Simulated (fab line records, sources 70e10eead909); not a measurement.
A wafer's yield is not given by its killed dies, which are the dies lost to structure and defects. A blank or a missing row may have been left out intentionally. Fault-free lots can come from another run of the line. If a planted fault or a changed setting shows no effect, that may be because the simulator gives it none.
fab line records -- flow nand-harc -- part 1 of 2: steps 1 to 24 of 25
record lots=6, wafers=18, last-day=34
route steps=1302 shown P_M0@280 P_M1@285 END@1302
lots that met no fault: from a run of the same line without faults
start-h: hours from the record's opening day to when the first of the lot's shown wafers began -- wait-h: hours elapsed since this lot's preceding step -- " repeats the value in the row above -- L1.1+2: several wafers, shown together as one row -- - value missing, or start not given -- * or withheld: withheld -- < > ~ a bound
route shown NAME@n: names a module that has steps shown in the file, with the first one's number in the route -- usual: mean and standard deviation over wafers with no fault -- same: alike in all rows -- chamber/n: place in a boat -- sites: the reading at each site -- _std_site: standard deviation across them -- _edge_site: outer sites' mean less inner sites' -- radius-mm: for every site, how far away it sits from the centre of the wafer -- mask NAME#n: copy n -- behind: the tool/chamber that last shaped the wafer -- hold: the reason the lot was held/the length of the hold in hours/how it ended -- device: which transistor (n, p or np) failed to switch -- end of line: tests of these same wafers at the route's end -- a step with no rows: only its recipe -- killed: dies that structure and defects cost at the first sort, which is not the same as the wafer's yield -- map: per-die view of a wafer (x killed, . not killed, _ where there is no die)
set.NAME: the run value of the setting; set.NAME@STEP: its run value at that earlier step -- model.NAME: the simulator's own value behind a step, which no gauge read
lots seen at some steps along the route; tables by step, rows by wafer
services: when a tool's chamber went out of use (start-h, in hours from the record's first day, below 0 if earlier), for how many hours, and the reason
## steps
# step NHARC_P_M0_SRD_25
# step NHARC_P_M0_INSPECT_27
# usual raw-defect-count=314/120
lot.wafer,tool,chamber,start-h,wait-h,raw-defect-count
L301.1,defect-inspect-02,-,128.10,0.0,279
L301.4,defect-inspect-02,-,128.10,0.0,329
L301.5,defect-inspect-02,-,128.10,0.0,266
L302.1,defect-inspect-02,-,131.85,0.0,252
L302.3,defect-inspect-02,-,131.85,0.0,137
L302.4,defect-inspect-02,-,131.85,0.0,395
L304.1,defect-inspect-02,-,150.37,0.0,423
L304.3,defect-inspect-02,-,150.37,0.0,299
L304.4,defect-inspect-02,-,150.37,0.0,421
L311.1,defect-inspect-01,-,220.42,0.0,224
L311.2,defect-inspect-01,-,220.42,0.0,194
L311.4,defect-inspect-01,-,220.42,0.0,239
L322.4,defect-inspect-02,-,344.89,0.0,188
L322.5,defect-inspect-02,-,344.89,0.0,142
L322.6,defect-inspect-02,-,344.89,0.0,190
L324.2,defect-inspect-02,-,365.22,0.0,491
L324.3,defect-inspect-02,-,365.22,0.0,548
L324.4,defect-inspect-02,-,365.22,0.0,269
# step NHARC_P_M0_PRE_CLEAN_31
# recipe time-s=12, temp-c=370, rf-power-w=300, gas=NH3
# usual heater-power-outer-w=376/62, heater-power-w=647/79
lot.wafer,tool,chamber,start-h,wait-h,heater-power-outer-w,heater-power-w
L301.1,pecvd-02,1,128.18,0.1,426,762
L301.4,pecvd-02,1,128.18,0.1,447,752
L301.5,pecvd-02,2,128.18,0.1,322,575
L302.1,pecvd-04,1,131.93,0.1,349,607
L302.3,pecvd-04,2,131.93,0.1,369,546
L302.4,pecvd-04,1,131.93,0.1,355,604
L304.3,pecvd-04,0,150.44,0.1,365,681
L304.1,pecvd-04,2,150.44,0.1,323,502
L304.4,pecvd-04,2,150.44,0.1,327,507
L311.2,pecvd-01,0,220.50,0.1,439,715
L311.1,pecvd-01,1,220.50,0.1,300,546
L311.4,pecvd-01,2,220.50,0.1,338,609
L322.6,pecvd-04,1,344.99,0.1,366,636
L322.4,pecvd-04,2,344.99,0.1,391,592
L322.5,pecvd-04,0,344.99,0.1,396,742
L324.2,pecvd-04,1,365.30,0.1,336,585
L324.3,pecvd-04,0,365.30,0.1,359,655
L324.4,pecvd-04,1,365.30,0.1,331,598
# step NHARC_P_M0_DEP_32
# recipe target-thk-a=300, temp-c=370, target-thk-nm=30, pressure-torr=3, flow-sccm=200, rf-w=450, material=SiCN
# usual heater-power-outer-w=340/63, heater-power-w=597/79
lot.wafer,tool,chamber,start-h,wait-h,heater-power-outer-w,heater-power-w
L301.1,pecvd-02,1,128.29,0.1,357,668
L301.4,pecvd-02,1,128.29,0.1,373,663
L301.5,pecvd-02,2,128.29,0.1,314,569
L302.1,pecvd-04,1,132.04,0.1,376,641
L302.3,pecvd-04,2,132.04,0.1,345,511
L302.4,pecvd-04,1,132.04,0.1,384,624
L304.3,pecvd-04,0,150.52,0.1,309,625
L304.1,pecvd-04,2,150.52,0.1,375,561
L304.4,pecvd-04,2,150.52,0.1,366,566
L311.2,pecvd-01,0,220.61,0.1,424,671
L311.1,pecvd-01,1,220.61,0.1,313,574
L311.4,pecvd-01,2,220.61,0.1,333,609
L322.6,pecvd-04,1,345.16,0.2,372,600
L322.4,pecvd-04,2,345.16,0.2,341,523
L322.5,pecvd-04,0,345.16,0.2,368,704
L324.2,pecvd-04,1,365.47,0.1,369,630
L324.3,pecvd-04,0,365.47,0.1,331,664
L324.4,pecvd-04,1,365.47,0.1,374,625
# step NHARC_P_M1_DEP_00
# recipe target-thk-a=1825, target-thk-nm=182.5, temp-c=withheld, pressure-torr=5, flow-sccm=200, rf-w=600, material=SiOC
# step NHARC_P_M1_DEHYDRATE_01
# recipe temp-c=150, time-s=120
# step NHARC_P_M1_HMDS_02
# recipe time-s=30
# step NHARC_P_M1_COAT_34
# recipe temp-c=200, time-s=65
# step NHARC_P_M1_COAT_03
# recipe spin-rpm=1500, resist-thk-nm=90
# step NHARC_P_M1_SOFTBAKE_04
# recipe temp-c=105, time-s=55
# step NHARC_P_M1_EBR_05
# step NHARC_P_M1_EXPOSE_06
# recipe na=1.35, target-cd-nm=130, dose-mj=81.88, mask-id=P_M1
# usual exposure-dose-mJ-cm2=81.88/0.088
lot.wafer,tool,chamber,start-h,wait-h,mask,exposure-dose-mJ-cm2,model.P_M1.overlay-x-nm
L301.1,arfi-scanner-03,0,129.35,-,P_M1#0,81.87,1.058
L301.4,arfi-scanner-03,0,129.35,-,P_M1#0,81.80,1.058
L301.5,arfi-scanner-03,0,129.35,-,P_M1#0,81.85,1.058
L302.1,arfi-scanner-03,0,132.96,-,P_M1#0,81.83,0.1212
L302.3,arfi-scanner-03,0,132.96,-,P_M1#0,81.76,0.1212
L302.4,arfi-scanner-03,0,132.96,-,P_M1#0,81.89,0.1212
L304.1,arfi-scanner-02,0,151.63,-,P_M1#0,81.95,-0.2277
L304.3,arfi-scanner-02,0,151.63,-,P_M1#0,81.88,-0.2277
L304.4,arfi-scanner-02,0,151.63,-,P_M1#0,81.99,-0.2277
L311.1,arfi-scanner-01,0,221.68,-,P_M1#0,81.91,-0.5724
L311.2,arfi-scanner-01,0,221.68,-,P_M1#0,81.90,-0.5724
L311.4,arfi-scanner-01,0,221.68,-,P_M1#0,82.01,-0.5724
L322.4,arfi-scanner-02,0,346.15,-,P_M1#0,73.72,23.27
L322.5,arfi-scanner-02,0,346.15,-,P_M1#0,73.67,23.27
L322.6,arfi-scanner-02,0,346.15,-,P_M1#0,73.76,23.27
L324.2,arfi-scanner-02,0,366.67,-,P_M1#0,73.96,22.32
L324.3,arfi-scanner-02,0,366.67,-,P_M1#0,74.01,22.32
L324.4,arfi-scanner-02,0,366.67,-,P_M1#0,73.99,22.32
# step NHARC_P_M1_PEB_07
# recipe peb-temp-c=100, peb-time-s=65
# step NHARC_P_M1_DEVELOP_08
# recipe develop-time-s=35, dev-temp-c=23
# step NHARC_P_M1_CD_MEAS_09
# recipe target-cd-nm=130, landing-energy-ev=500
# usual cd-nm=130.0/0.68
# same landing-energy-ev=500
lot.wafer,tool,chamber,start-h,wait-h,cd-nm
L301.1,cd-sem-03,0,129.49,-,129.6
L301.4,cd-sem-03,0,129.49,-,128.6
L301.5,cd-sem-03,0,129.49,-,128.7
L302.1,cd-sem-01,0,133.10,-,130.5
L302.3,cd-sem-01,0,133.10,-,129.1
L302.4,cd-sem-01,0,133.10,-,129.9
L304.1,cd-sem-03,0,151.77,-,130.3
L304.3,cd-sem-03,0,151.77,-,129.6
L304.4,cd-sem-03,0,151.77,-,130.2
L311.1,cd-sem-03,0,221.82,-,130.7
L311.2,cd-sem-03,0,221.82,-,130.2
L311.4,cd-sem-03,0,221.82,-,130.4
L322.4,cd-sem-03,0,346.28,-,123.1
L322.5,cd-sem-03,0,346.28,-,123.0
L322.6,cd-sem-03,0,346.28,-,123.2
L324.2,cd-sem-03,0,366.81,-,123.8
L324.3,cd-sem-03,0,366.81,-,124.1
L324.4,cd-sem-03,0,366.81,-,123.7
# step NHARC_P_M1_OVL_MEAS_10
# recipe pitch-nm=260
# usual overlay-x-nm=-0.1/1, overlay-y-nm=-0.1/0.76
lot.wafer,tool,chamber,start-h,wait-h,overlay-x-nm,overlay-y-nm
L301.1,overlay-01,-,129.58,-,1.1,-0.2
L301.4,overlay-01,-,129.58,-,0.9,-0.9
L301.5,overlay-01,-,129.58,-,1.4,-0.7
L302.1,overlay-02,-,133.19,-,-0.4,0.7
L302.3,overlay-02,-,133.19,-,-0.1,1.1
L302.4,overlay-02,-,133.19,-,-0.6,0.5
L304.1,overlay-01,-,151.86,-,-0.6,-0.6
L304.3,overlay-01,-,151.86,-,-0.5,-1.2
L304.4,overlay-01,-,151.86,-,-0.2,-1.3
L311.1,overlay-02,-,221.91,-,-1.0,0.7
L311.2,overlay-02,-,221.91,-,-1.0,0.6
L311.4,overlay-02,-,221.91,-,-0.6,0.4
L322.4,overlay-02,-,346.36,-,22.9,-0.6
L322.5,overlay-02,-,346.36,-,23.3,0.5
L322.6,overlay-02,-,346.36,-,23.2,-0.2
L324.2,overlay-01,-,366.90,-,22.4,0.1
L324.3,overlay-01,-,366.90,-,22.5,-0.4
L324.4,overlay-01,-,366.90,-,22.3,-0.2
# step NHARC_P_M1_INSPECT_11
# usual raw-defect-count=4.3/2.7
lot.wafer,tool,chamber,start-h,wait-h,raw-defect-count
L301.1,defect-inspect-02,-,129.62,0.0,8
L301.4,defect-inspect-02,-,129.62,0.0,8
L301.5,defect-inspect-02,-,129.62,0.0,8
L302.1,defect-inspect-02,-,133.22,0.0,6
L302.3,defect-inspect-02,-,133.22,0.0,2
L302.4,defect-inspect-02,-,133.22,0.0,5
L304.1,defect-inspect-01,-,151.90,0.0,2
L304.3,defect-inspect-01,-,151.90,0.0,6
L304.4,defect-inspect-01,-,151.90,0.0,1
L311.1,defect-inspect-01,-,221.94,0.0,2
L311.2,defect-inspect-01,-,221.94,0.0,8
L311.4,defect-inspect-01,-,221.94,0.0,5
L322.4,defect-inspect-01,-,346.40,0.0,2
L322.5,defect-inspect-01,-,346.40,0.0,5
L322.6,defect-inspect-01,-,346.40,0.0,4
L324.2,defect-inspect-02,-,366.93,0.0,3
L324.3,defect-inspect-02,-,366.93,0.0,3
L324.4,defect-inspect-02,-,366.93,0.0,1
# step NHARC_P_M1_DESCUM_14
# recipe time-s=3, o2-flow-sccm=200, ar-flow-sccm=0, bias-power-w=0, chemistry=O2
# usual drypump-motor-current-A=5.9/0.33, oes-product-au=0.998/0.01, rf-vpp-V=57.7/0.84, showerhead-plenum-p-Torr=1.91/0.078, throttle-valve-pct=11.310/0.0089
# same bias-power-w=0
lot.wafer,tool,chamber,start-h,wait-h,drypump-motor-current-A,oes-product-au,rf-hours-counter-h,rf-vpp-V,showerhead-plenum-p-Torr,throttle-valve-pct,model.P_M1.cd-nm
L301.4,rie-diel-11,1,129.68,0.1,5.5,0.987,2,58.8,1.96,11.306,129.5
L301.1,rie-diel-11,2,129.68,0.1,6.1,0.993,3,58.0,1.81,11.305,129.8
L301.5,rie-diel-11,1,129.68,0.1,5.5,1.003,-,57.6,1.96,11.311,129.3
L302.3,rie-diel-11,3,133.29,0.1,5.9,0.990,3,58.7,1.87,11.320,129.3
L302.4,rie-diel-11,0,133.29,0.1,5.8,0.984,3,57.2,2.05,11.315,129.5
L302.1,rie-diel-11,2,133.29,0.1,6.1,0.980,4,56.2,1.81,11.321,130.3
L304.3,rie-diel-06,2,151.96,0.1,5.8,1.014,1,56.9,1.84,11.292,129.6
L304.4,rie-diel-06,3,151.96,0.1,6.6,0.996,1,58.0,1.88,11.306,129.7
L304.1,rie-diel-06,1,151.96,0.1,5.6,1.016,1,57.3,2.01,11.302,130.2
L311.2,rie-diel-06,1,222.00,0.1,5.6,1.015,6,58.1,2.01,11.303,130.2
L311.4,rie-diel-06,2,222.00,0.1,5.8,1.009,5,57.1,1.84,11.303,129.7
L311.1,rie-diel-06,3,222.00,0.1,6.6,0.996,7,57.2,1.88,11.324,130.4
L322.4,rie-diel-06,3,346.48,0.1,6.6,1.005,3,57.2,1.88,11.315,123.3
L322.6,rie-diel-06,1,346.48,0.1,5.5,1.005,-,57.1,2.00,11.313,123.8
L322.5,rie-diel-06,2,346.48,0.1,5.8,0.997,-,57.3,1.83,11.314,122.9
L324.2,rie-diel-11,3,366.99,0.1,5.9,0.993,7,57.8,1.87,11.312,124.3
L324.3,rie-diel-11,0,366.99,0.1,5.8,0.999,6,56.8,2.04,11.292,123.8
L324.4,rie-diel-11,2,366.99,0.1,6.1,0.999,7,57.5,1.80,11.319,123.2
# step NHARC_P_M1_ETCH_35
# recipe target-depth-a=400, overetch-a=120, time-s=43.94, ion-energy-ev=200, n2-flow-sccm=150, h2-flow-sccm=150, ar-flow-sccm=0, rf-w=400, bias-w=150, chemistry=N2/H2
# usual drypump-motor-current-A=5.9/0.33, h2-flow-sccm=150.0/0.45, oes-product-au=0.999/0.01, rf-vpp-V=430.5/2.7, showerhead-plenum-p-Torr=2.04/0.087, throttle-valve-pct=14.172/0.0095
lot.wafer,tool,chamber,start-h,wait-h,drypump-motor-current-A,h2-flow-sccm,oes-product-au,rf-hours-counter-h,rf-vpp-V,showerhead-plenum-p-Torr,throttle-valve-pct
L301.1,rie-diel-11,1,129.77,0.1,5.5,149.8,0.999,3,431.3,2.09,14.185
L301.4,rie-diel-11,3,129.77,0.1,5.9,149.6,0.998,3,428.8,1.99,14.160
L301.5,rie-diel-11,0,129.77,0.1,5.8,149.9,1.009,-,434.8,2.19,14.179
L302.1,rie-diel-11,2,133.37,0.1,6.1,150.2,0.985,4,426.4,1.92,14.166
L302.3,rie-diel-11,3,133.37,0.1,5.9,149.7,0.985,3,428.8,1.99,14.174
L302.4,rie-diel-11,1,133.37,0.1,5.5,150.7,0.999,3,430.7,2.09,14.170
L304.4,rie-diel-06,1,152.04,0.1,5.6,149.7,1.018,1,432.9,2.15,14.171
L304.1,rie-diel-06,2,152.04,0.1,5.8,150.3,1.002,1,428.3,1.96,14.181
L304.3,rie-diel-06,0,152.04,0.1,6.0,150.6,0.999,1,430.5,2.01,14.175
L311.2,rie-diel-06,1,222.09,0.1,5.6,150.6,1.014,6,433.7,2.14,14.160
L311.4,rie-diel-06,2,222.09,0.1,5.8,149.5,1.006,5,427.1,1.96,14.166
L311.1,rie-diel-06,3,222.09,0.1,6.5,149.9,0.994,7,428.6,2.01,14.165
L322.4,rie-diel-06,0,346.56,0.1,6.0,150.6,0.998,3,428.8,2.01,14.162
L322.6,rie-diel-06,2,346.56,0.1,5.8,150.5,1.006,-,428.2,1.95,14.176
L322.5,rie-diel-06,3,346.56,0.1,6.5,149.4,0.993,-,428.3,2.00,14.172
L324.4,rie-diel-11,1,367.08,0.1,5.4,150.4,0.994,7,430.9,2.09,14.171
L324.2,rie-diel-11,2,367.08,0.1,6.2,150.2,0.990,7,427.0,1.92,14.185
L324.3,rie-diel-11,3,367.08,0.1,6.0,149.8,0.998,7,430.1,1.99,14.167
# step NHARC_P_M1_ETCH_15
# recipe target-depth-a=1825, time-s=91.2, c4f8-flow-sccm=withheld, ar-flow-sccm=400, rf-w=600, bias-w=300, chemistry=C4F8/Ar
# usual oes-product-au=0.958/0.019, rf-vpp-V=440.8/2.5
lot.wafer,tool,chamber,start-h,wait-h,oes-product-au,rf-hours-counter-h,rf-vpp-V
L301.4,rie-diel-11,3,-,-,0.967,3,439.3
L301.1,rie-diel-11,0,-,-,0.972,2,444.6
L301.5,rie-diel-11,2,-,-,0.951,-,437.5
L302.1,rie-diel-11,0,-,-,0.958,3,444.4
L302.4,rie-diel-11,2,-,-,0.963,4,438.1
L302.3,rie-diel-11,3,-,-,0.950,3,439.5
L304.1,rie-diel-06,2,-,-,0.964,1,438.8
L304.4,rie-diel-06,3,-,-,0.952,1,438.9
L304.3,rie-diel-06,0,-,-,0.977,1,441.1
L311.1,rie-diel-06,2,-,-,0.972,5,438.3
L311.4,rie-diel-06,3,-,-,0.976,7,439.7
L311.2,rie-diel-06,0,-,-,0.987,7,439.9
L322.4,rie-diel-06,0,-,-,0.963,3,439.1
L322.6,rie-diel-06,1,-,-,0.951,-,444.9
L322.5,rie-diel-06,2,-,-,0.956,-,436.8
L324.4,rie-diel-11,2,-,-,0.947,7,437.4
L324.3,rie-diel-11,3,-,-,0.943,7,440.4
L324.2,rie-diel-11,0,-,-,0.953,6,443.7
# step NHARC_P_M1_CD_MEAS_16
# usual cd-nm=130.1/0.82
lot.wafer,tool,chamber,start-h,wait-h,cd-nm
L301.1,cd-sem-01,-,129.98,-,130.2
L301.4,cd-sem-01,-,129.98,-,128.9
L301.5,cd-sem-01,-,129.98,-,129.8
L302.1,cd-sem-01,-,133.59,-,130.0
L302.3,cd-sem-01,-,133.59,-,129.2
L302.4,cd-sem-01,-,133.59,-,130.0
L304.1,cd-sem-03,-,152.27,-,129.6
L304.3,cd-sem-03,-,152.27,-,130.1
L304.4,cd-sem-03,-,152.27,-,129.7
L311.1,cd-sem-02,-,222.31,-,131.1
L311.2,cd-sem-02,-,222.31,-,130.9
L311.4,cd-sem-02,-,222.31,-,129.7
L322.4,cd-sem-01,-,346.77,-,123.6
L322.5,cd-sem-01,-,346.77,-,123.1
L322.6,cd-sem-01,-,346.77,-,123.3
L324.2,cd-sem-02,-,367.30,-,124.1
L324.3,cd-sem-02,-,367.30,-,123.2
L324.4,cd-sem-02,-,367.30,-,123.4
# step NHARC_P_M1_STRIP_18
# recipe power-w=1000, n2-flow-sccm=150, h2-flow-sccm=150, ar-flow-sccm=0, bias-w=0, chemistry=N2/H2
# usual drypump-motor-current-A=5.9/0.33, h2-flow-sccm=150.1/0.46, oes-product-au=0.996/0.01, rf-vpp-V=90.7/1, showerhead-plenum-p-Torr=2.04/0.087, throttle-valve-pct=14.172/0.009
lot.wafer,tool,chamber,start-h,wait-h,drypump-motor-current-A,h2-flow-sccm,oes-product-au,rf-hours-counter-h,rf-vpp-V,showerhead-plenum-p-Torr,throttle-valve-pct
L301.1,rie-diel-06,1,130.05,0.1,5.6,149.8,1.019,14,91.8,2.15,14.176
L301.4,rie-diel-06,2,130.05,0.1,5.8,150.4,1.002,13,91.3,1.96,14.181
L301.5,rie-diel-06,2,130.05,0.1,5.8,149.6,1.005,-,88.9,1.96,14.165
L302.1,rie-diel-09,0,133.66,0.1,6.3,149.8,1.019,48,91.6,2.01,14.178
L302.3,rie-diel-09,1,133.66,0.1,5.3,150.5,1.001,45,89.5,2.01,14.181
L302.4,rie-diel-09,3,133.66,0.1,4.9,150.0,1.004,48,90.6,2.14,14.171
L304.1,rie-diel-11,0,152.34,0.1,5.8,149.5,1.001,4,91.2,2.19,14.162
L304.4,rie-diel-11,1,152.34,0.1,5.5,150.1,0.982,4,90.9,2.09,14.179
L304.3,rie-diel-11,2,152.34,0.1,6.1,150.1,0.976,5,90.0,1.92,14.157
L311.4,rie-diel-06,2,222.41,0.1,5.8,150.2,1.005,5,90.3,1.96,14.191
L311.2,rie-diel-06,3,222.41,0.1,6.5,149.8,0.999,7,91.6,2.01,14.165
L311.1,rie-diel-06,0,222.41,0.1,6.0,149.7,0.991,7,90.7,2.01,14.178
L322.4,rie-diel-11,3,346.84,0.1,5.9,151.3,0.994,5,90.9,1.99,14.158
L322.6,rie-diel-11,3,346.84,0.1,6.0,150.3,0.981,-,90.0,1.99,14.164
L322.5,rie-diel-11,0,346.84,0.1,5.8,150.0,0.996,-,92.3,2.18,14.173
L324.4,rie-diel-06,3,367.37,0.1,6.6,149.7,0.997,5,90.2,2.00,14.171
L324.2,rie-diel-06,0,367.37,0.1,6.0,150.7,0.985,4,91.1,2.01,14.165
L324.3,rie-diel-06,2,367.37,0.1,5.8,150.3,1.006,6,91.4,1.95,14.158
# step NHARC_P_M1_ETCH_28
# recipe target-depth-a=300, over-etch-frac=0.3, time-s=72.99, ion-energy-ev=150, cf4-flow-sccm=50, n2-flow-sccm=100, ar-flow-sccm=150, rf-w=300, bias-w=100, chemistry=CF4/N2
# usual drypump-motor-current-A=5.9/0.34, oes-product-au=0.998/0.0097, rf-vpp-V=314.1/1.9, showerhead-plenum-p-Torr=2.63/0.1, throttle-valve-pct=19.793/0.0086
lot.wafer,tool,chamber,start-h,wait-h,drypump-motor-current-A,oes-product-au,rf-hours-counter-h,rf-vpp-V,showerhead-plenum-p-Torr,throttle-valve-pct,model.P_M1.cd-nm
L301.1,rie-diel-06,0,-,-,6.0,0.997,14,313.9,2.60,19.792,130.1
L301.4,rie-diel-06,1,-,-,5.6,1.007,14,315.2,2.75,19.788,129.7
L301.5,rie-diel-06,3,-,-,6.5,0.996,-,313.3,2.59,19.796,129.8
L302.3,rie-diel-09,3,-,-,5.0,1.003,48,315.2,2.74,19.805,129.2
L302.4,rie-diel-09,0,-,-,6.3,1.015,48,314.2,2.59,19.795,129.8
L302.1,rie-diel-09,1,-,-,5.2,0.984,45,313.5,2.59,19.785,130.3
L304.3,rie-diel-11,2,-,-,6.1,0.970,5,310.6,2.48,19.801,130
L304.4,rie-diel-11,3,-,-,6.0,0.994,4,312.0,2.57,19.791,130.1
L304.1,rie-diel-11,1,-,-,5.5,0.984,4,315.3,2.69,19.778,129.8
L311.4,rie-diel-06,2,-,-,5.8,1.002,6,312.2,2.53,19.767,130.1
L311.2,rie-diel-06,0,-,-,6.0,0.996,7,313.2,2.59,19.781,131.1
L311.1,rie-diel-06,1,-,-,5.6,1.001,6,316.0,2.75,19.801,131.6
L322.4,rie-diel-11,3,-,-,6.0,0.989,5,313.4,2.56,19.800,123.7
L322.5,rie-diel-11,1,-,-,5.5,0.988,-,315.0,2.68,19.786,123.5
L322.6,rie-diel-11,2,-,-,6.1,0.991,-,312.0,2.48,19.796,123.4
L324.4,rie-diel-06,0,-,-,5.9,0.991,4,312.6,2.59,19.800,123.7
L324.2,rie-diel-06,1,-,-,5.6,0.994,5,314.7,2.74,19.798,125.4
L324.3,rie-diel-06,2,-,-,5.8,1.009,6,312.1,2.52,19.790,122.7
# step NHARC_P_M1_STRIP_19
# recipe time-s=600, temp-c=30, chemistry=post-etch-residue-remover
## key
first-sign step=NHARC_P_M1_EXPOSE_06, reading=exposure-dose-mJ-cm2, direction=down, sigmas=91, usual=81.88, struck=73.85
effect step=NHARC_P_M1_CD_MEAS_09, reading=cd-nm, direction=down, sigmas=9.6, usual=130.0, struck=123.5, through=control-loop
effect step=NHARC_P_M1_OVL_MEAS_10, reading=overlay-x-nm, direction=up, sigmas=22, usual=-0.1, struck=22.8, through=control-loop
effect step=NHARC_P_M1_CD_MEAS_16, reading=cd-nm, direction=down, sigmas=8.2, usual=130.1, struck=123.4, through=control-loop
model-effect step=NHARC_P_M1_EXPOSE_06, value=P_M1.overlay-x-nm, without=-0.743, struck=22.79
model-effect step=NHARC_P_M1_DESCUM_14, value=P_M1.cd-nm, without=129.7, struck=123.6
model-effect step=NHARC_P_M1_ETCH_28, value=P_M1.cd-nm, without=129.9, struck=123.7
met-at NHARC_P_M1_EXPOSE_06
struck-wafers L322.4,L322.5,L322.6,L324.2,L324.3,L324.4
loop-trim step=NHARC_P_M1_EXPOSE_06, setting=dose, lots=L322,L324
onset-between 151.63 346.15
fault kind=scanner-matching-overlay, tool=arfi-scanner-02, chamber=-, onset-h=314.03, steps=NHARC_P_M1_EXPOSE_06, offset=23.537
# loop-trim: a control loop set the setting to another value than it would have without faults
